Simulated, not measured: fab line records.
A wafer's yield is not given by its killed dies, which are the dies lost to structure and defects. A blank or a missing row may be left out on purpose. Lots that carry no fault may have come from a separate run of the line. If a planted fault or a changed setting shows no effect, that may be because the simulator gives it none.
Split-lot experiment | flow n5-finfet | on a route of 1938 steps: 7 lots, 39 wafers read

== THE SPLIT ITSELF ==
At N5_FIN_SAQP_MANDREL_ETCH_22 (etches a-Si in HBr/Cl2, stops on SiNx, target depth 60 nm, bt time 10 s, time 30 s), the setting target-depth-a was moved away from the recipe's 600 angstrom on 6 of the 39 wafers read, by -21.5% to -16.3%. The other wafers ran this setting at the recipe's value.

Reading taken at the split's own step.

== THE READING ==
oes-product-au, in a.u., at N5_FIN_SAQP_MANDREL_ETCH_22 (etches a-Si in HBr/Cl2, stops on SiNx, target depth 60 nm, bt time 10 s, time 30 s). Fault-free wafers of this fab line usually give 0.767 a.u., standard deviation 0.015 a.u.

wafer  | tool, chamber at the split | target-depth-a as run, angstrom | against the recipe | oes-product-au, a.u. | against lot-mates on the recipe
L074.1 | rie-si-01, 3               | 600                             | recipe             | 0.741                | -
L074.2 | rie-si-01, 1               | 600                             | recipe             | 0.763                | -
L074.3 | rie-si-01, 2               | 600                             | recipe             | 0.776                | -
L074.4 | rie-si-01, 0               | 600                             | recipe             | 0.768                | -
L074.5 | rie-si-01, 2               | 600                             | recipe             | 0.763                | -
L074.6 | rie-si-01, 3               | 600                             | recipe             | 0.760                | -
L079.1 | rie-si-06, 0               | 600                             | recipe             | 0.790                | -
L079.2 | rie-si-06, 3               | 600                             | recipe             | 0.771                | -
L079.3 | rie-si-06, 2               | 600                             | recipe             | 0.755                | -
L079.4 | rie-si-06, 1               | 600                             | recipe             | 0.761                | -
L079.5 | rie-si-06, 1               | 600                             | recipe             | 0.764                | -
L079.6 | rie-si-06, 0               | 600                             | recipe             | 0.803                | -
L081.1 | rie-si-01, 1               | 502.1                           | -16.3%             | 0.858                | +0.103
L081.2 | rie-si-01, 2               | 600                             | recipe             | 0.755                | -
L081.3 | rie-si-01, 3               | 600                             | recipe             | 0.745                | -
L081.4 | rie-si-01, 0               | 502.1                           | -16.3%             | 0.870                | +0.115
L081.5 | rie-si-01, 3               | 502.1                           | -16.3%             | 0.844                | +0.089
L081.6 | rie-si-01, 0               | 600                             | recipe             | 0.766                | -
L082.1 | rie-si-03, 0               | 600                             | recipe             | 0.762                | -
L082.2 | rie-si-03, 2               | 600                             | recipe             | 0.761                | -
L082.3 | rie-si-03, 1               | 600                             | recipe             | 0.778                | -
L082.4 | rie-si-03, 3               | 600                             | recipe             | 0.753                | -
L082.5 | rie-si-03, 2               | 600                             | recipe             | 0.762                | -
L082.6 | rie-si-03, 1               | 600                             | recipe             | 0.797                | -
L086.1 | rie-si-03, 0               | 600                             | recipe             | 0.777                | -
L086.3 | rie-si-03, 3               | 600                             | recipe             | 0.754                | -
L086.6 | rie-si-03, 1               | 600                             | recipe             | 0.773                | -
L091.1 | rie-si-03, 3               | 600                             | recipe             | 0.752                | -
L091.2 | rie-si-03, 1               | 600                             | recipe             | 0.776                | -
L091.3 | rie-si-03, 2               | 600                             | recipe             | 0.746                | -
L091.4 | rie-si-03, 0               | 600                             | recipe             | 0.779                | -
L091.5 | rie-si-03, 2               | 600                             | recipe             | 0.746                | -
L091.6 | rie-si-03, 1               | 600                             | recipe             | 0.799                | -
L094.1 | rie-si-01, 0               | 471.1                           | -21.5%             | 0.907                | +0.156
L094.2 | rie-si-01, 2               | 471.1                           | -21.5%             | 0.877                | +0.126
L094.3 | rie-si-01, 3               | 600                             | recipe             | 0.748                | -
L094.4 | rie-si-01, 1               | 600                             | recipe             | 0.766                | -
L094.5 | rie-si-01, 2               | 471.1                           | -21.5%             | 0.895                | +0.144
L094.6 | rie-si-01, 3               | 600                             | recipe             | 0.739                | -

THE FIT
A straight line over all 39 wafers: oes-product-au changes by -0.00585 a.u. for each +1% of target-depth-a; r = -0.93; the points scatter about the line by 0.016 a.u.
The same after taking each lot's own level away (the mean of its wafers on the recipe; 39 wafers): -0.00648 a.u. for each +1%; r = -0.95; scatter 0.015 a.u.
That fit puts the effect of the largest move of target-depth-a on the reading at 0.14 a.u.
The span of the lots' own levels, 0.7510 to 0.7740 a.u., comes to 1.5 times the standard deviation stated above.
The two slopes are in agreement: the lot-to-lot level therefore moves the slope only a little.
Check: with one of the wafers moved furthest among these (-21.5%) left out of the fit, the line predicts +0.135 a.u. for it against its lot-mates. It came out at +0.156 a.u. against them.
Tool readings at the split's step, against how far the setting was moved: oes-product-au r = -0.93.

== THE WHOLE CHAIN: every reading that the file lists as answering this split, in the file's order ==
step                        | what it does                                                                       | reading                                                                         | change (the file's fit)                   | r (the file's)
N5_FIN_SAQP_MANDREL_ETCH_22 | etches a-Si in HBr/Cl2, stops on SiNx, target depth 60 nm, bt time 10 s, time 30 s | oes-product-au                                                                  | -0.00647 a.u. for each +1% of the setting | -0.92
N5_FIN_SAQP_MANDREL_ETCH_22 | etches a-Si in HBr/Cl2, stops on SiNx, target depth 60 nm, bt time 10 s, time 30 s | SOC_of_FIN_SAQP_COAT_49.thk-nm (the simulator's own value, which no gauge read) | -0.261 nm for each +1% of the setting     | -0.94

== FILE'S OWN FIT ==
oes-product-au changes by -0.00647 a.u. for each +1% of target-depth-a, r = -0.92.
